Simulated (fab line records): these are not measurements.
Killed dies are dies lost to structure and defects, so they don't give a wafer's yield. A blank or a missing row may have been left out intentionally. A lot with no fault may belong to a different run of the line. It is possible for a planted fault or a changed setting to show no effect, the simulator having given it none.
Chamber matching :: flow n5Finfet :: 3 sister chambers for N5_BEOL_M9_DEP_56 on pecvd-03
The step deposits SiCN from 3MS/NH3, target thk 15 nm, time 26.5 s. 3 wafers are shown with their chamber, then 10 later ones without.

== WAFERS, EACH WITH ITS CHAMBER ==
wafer: L088.2
chamber: 1
throttleValvePct (%): 9.9

wafer: L091.2
chamber: 0
throttleValvePct (%): 9.5

wafer: L091.3
chamber: 2
throttleValvePct (%): 8.2

== WAFERS WITHOUT THEIR CHAMBER ==
wafer: L091.6
throttleValvePct (%): 9.7

wafer: L089.1
throttleValvePct (%): 9.5

wafer: L089.5
throttleValvePct (%): 9.6

wafer: L089.6
throttleValvePct (%): 8.6

wafer: L090.1
throttleValvePct (%): 9.9

wafer: L090.4
throttleValvePct (%): 9.7

wafer: L090.6
throttleValvePct (%): 9.6

wafer: L097.3
throttleValvePct (%): 9.9

wafer: L097.4
throttleValvePct (%): 9.9

wafer: L097.5
throttleValvePct (%): 9.5

== WHICH CHAMBER EACH ONE RAN IN ==
wafer: L091.6
from the rows above: can't be placed: 0 or 1
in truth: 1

wafer: L089.1
from the rows above: 0
in truth: 0

wafer: L089.5
from the rows above: can't be placed: 0 or 1
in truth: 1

wafer: L089.6
from the rows above: 2
in truth: 2

wafer: L090.1
from the rows above: 1
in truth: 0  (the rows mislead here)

wafer: L090.4
from the rows above: can't be placed: 0 or 1
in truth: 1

wafer: L090.6
from the rows above: can't be placed: 0 or 1
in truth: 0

wafer: L097.3
from the rows above: 1
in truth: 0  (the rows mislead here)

wafer: L097.4
from the rows above: 1
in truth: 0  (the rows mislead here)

wafer: L097.5
from the rows above: 0
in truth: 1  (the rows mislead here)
Placed correctly: 2 of 10. Not placeable from these rows: 4 (in 4, the candidates include the true chamber). Placed wrongly: 4.
How it was worked out, from the rows above alone: a wafer's distance from a chamber is the root of the sum, over the readings, of the square of ((its reading less the chamber's mean) divided by the reading's scatter). The wafer belongs to the nearest chamber; if the next one is less than 2 further off, it can't be placed. For every chamber, the mean is computed from those of its wafers that are shown. The scatter: root of mean squared gap, hidden wafer to nearest shown wafer, with one shown wafer a chamber.
